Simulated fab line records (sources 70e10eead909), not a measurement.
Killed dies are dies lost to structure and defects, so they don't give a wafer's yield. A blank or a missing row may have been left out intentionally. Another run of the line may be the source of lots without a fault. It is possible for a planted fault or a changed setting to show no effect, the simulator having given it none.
Matching of chambers | flow nand_harc | NHARC_A_CONTACT_DEP_85 on pecvd-03 has 3 sister chambers
The step deposits SiON, target thk 50 nm. 6 wafers are shown with their chamber, then 7 later ones without.

== EACH WAFER AND ITS CHAMBER ==
wafer  | chamber | heater_power_w (W)
L889.6 | 0       | 672
L898.2 | 0       | 628
L902.1 | 2       | 768
L902.6 | 2       | 741
L903.2 | 1       | 886
L903.5 | 1       | 862

== WAFERS WITHOUT THEIR CHAMBER ==
wafer  | heater_power_w (W)
L903.6 | 623
L908.1 | 734
L908.4 | 800
L908.5 | 711
L911.2 | 709
L911.3 | 855
L911.6 | 708

== WHICH CHAMBER EACH WENT THROUGH ==
wafer  | from the rows above     | in truth
L903.6 | 0                       | 0
L908.1 | 2                       | 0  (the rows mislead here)
L908.4 | can't be placed: 2 or 1 | 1
L908.5 | can't be placed: 2 or 0 | 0
L911.2 | can't be placed: 2 or 0 | 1
L911.3 | 1                       | 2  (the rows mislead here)
L911.6 | can't be placed: 2 or 0 | 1
1 of 7 placed correctly. Cannot be placed on the basis of these rows: 4; the candidates contain the true chamber in 2. Placed wrongly: 2.
How it was worked out, from the rows above alone: a wafer's distance from a chamber is the root of the sum, over the readings, of the square of ((its reading less the chamber's mean) divided by the reading's scatter). The wafer belongs to the nearest chamber; if the next one is less than 2 further off, it can't be placed. For every chamber, the mean is computed from those of its wafers that are shown. The scatter: the root of (the sum of the squares of (reading less its chamber's mean) over the shown wafers, divided by (wafers less chambers)).
